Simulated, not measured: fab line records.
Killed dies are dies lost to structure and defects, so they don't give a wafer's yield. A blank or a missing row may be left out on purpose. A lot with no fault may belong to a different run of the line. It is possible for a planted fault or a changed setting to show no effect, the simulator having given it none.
8D (eight disciplines) problem report, filled in by code	flow n5 finfet	the parts of the form that need people (team, actions taken, sign-off) are left out

1. PROBLEM STATEMENT
At N5_FIN_SAQP_INSPECT_40, raw defect count averages 703 over 6 wafers from 2 lots, while fault-free wafers read 244, standard deviation 79. That puts it +5.8 standard deviations away from the usual mean.
The step: inspects for defects (brightfield).
First observed at day 6 14:59: wafer L151.2, on defect inspect-02. The record has a number at this step for 24 wafers belonging to 8 lots. The rule behind "out" and "out of limits": a value lying over 4 standard deviations away from the usual mean. Any other wafer with a number is counted as sound.

2. WHAT IT IS, WHAT IT ISN'T
question	is	is not
which readings at this step	raw defect count	-
which lots	L151, L155	L134, L139, L140, L145, L149, L156
which wafers of those lots	all that have a number	-
read on which gauges	defect inspect-01, defect inspect-02	-
when	from day 6 14:59	up to then (15 sound wafers); but 3 sound wafers of L156 came after

3. WHAT RULES OUT EACH SUSPECT
Counting: a tool stays on the suspect list if, at a process step up to the reading, it processed all lots that are out and no sound lot following the first of them.
- the gauge at N5_FIN_SAQP_INSPECT_40: ruled out. The wafers that are out were read on 2 gauges (defect inspect-01, defect inspect-02).
- rie diel-05 at N5_FIN_SAQP_HM_OPEN_73 (chemistry CHF3/O2, target SiO2, stops on a-Si, target depth 12 nm, time 16.8 s): kept. Every lot that is out went through it, starting with L151 (day 6 10:13), and after that it ran no sound lot; the last sound lot it ran before then is L145 (day 5 01:37).
- rie diel-05 at N5_FIN_SAQP_SPACER2_ETCHBACK_29 (etches SiO2 in CHF3/O2, target depth 12.2 nm, time 6.1 s): kept. Every lot that is out went through it, starting with L151 (day 6 14:13), and after that it ran no sound lot; the last sound lot it ran before then is L149 (day 6 01:54).
The count leaves rie diel-05 at N5_FIN_SAQP_SPACER2_ETCHBACK_29 and rie diel-05 at N5_FIN_SAQP_HM_OPEN_73.

4. THE CAUSE (what the simulator had put in)
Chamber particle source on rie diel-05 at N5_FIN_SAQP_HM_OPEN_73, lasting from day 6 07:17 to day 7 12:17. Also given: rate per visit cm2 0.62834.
Counting leaves 2 suspects; this tool is one of them.

5. SEQUENCE OF EFFECTS, ordered by route
Each row: a reading whose mean over the struck wafers that have a number lies more than 3 standard deviations from the usual. Scope: only readings with a usual standard deviation given in the record; hours: median across lots of the time from each lot's start at the first step in this table that gives one to its start at this step; sigmas: change in usual standard deviations.
hours	step	reading	usual	on struck wafers	change	sigmas
0	N5_FIN_SAQP_INSPECT_40	raw defect count	244	703	+459	+5.8
1	N5_FIN_CUT_INSPECT_10	raw defect count	45	456	+412	+34
2	N5_FIN_CUT_INSPECT_17	raw defect count	247	713	+466	+6.1
242	N5_PASSIVATION_PROBE_49	defect limited yield	90.9 %	84.1	-6.8	-4.3
242	N5_PASSIVATION_PROBE_49	killed at front end	43	125	+82	+7.5
242	N5_PASSIVATION_PROBE_49	killed dies	107	188	+81	+4.3
242	N5_PASSIVATION_PROBE_49	sort_bin_5_function	5.3 %	10.1	+4.8	+4.3
242	N5_PASSIVATION_PROBE_49	sort n pass	1073	992	-81	-4.3
Process steps it contains:
- N5_PASSIVATION_PROBE_49
At these later measuring or inspecting steps, every struck wafer for which the step has a row has a number for every such reading, and none has moved that far: N5_BEOL_M4_RC_MEAS_101.

6. HOW IT WOULD HAVE BEEN CAUGHT EARLIER
8 hours passed between the start of the fault at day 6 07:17 and the first reading out of limits at a measuring or inspecting step in this record, taken at day 6 14:59.
An alarm limit of 4 standard deviations would not have fired on the tool readings at N5_FIN_SAQP_HM_OPEN_73 for which the record gives a usual standard deviation, since none of them was out on any struck wafer.
Of the lots that are out (2), L155 began N5_FIN_SAQP_HM_OPEN_73 on rie diel-05 after day 6 14:59. A tool hold placed at that time would have kept it from harm.
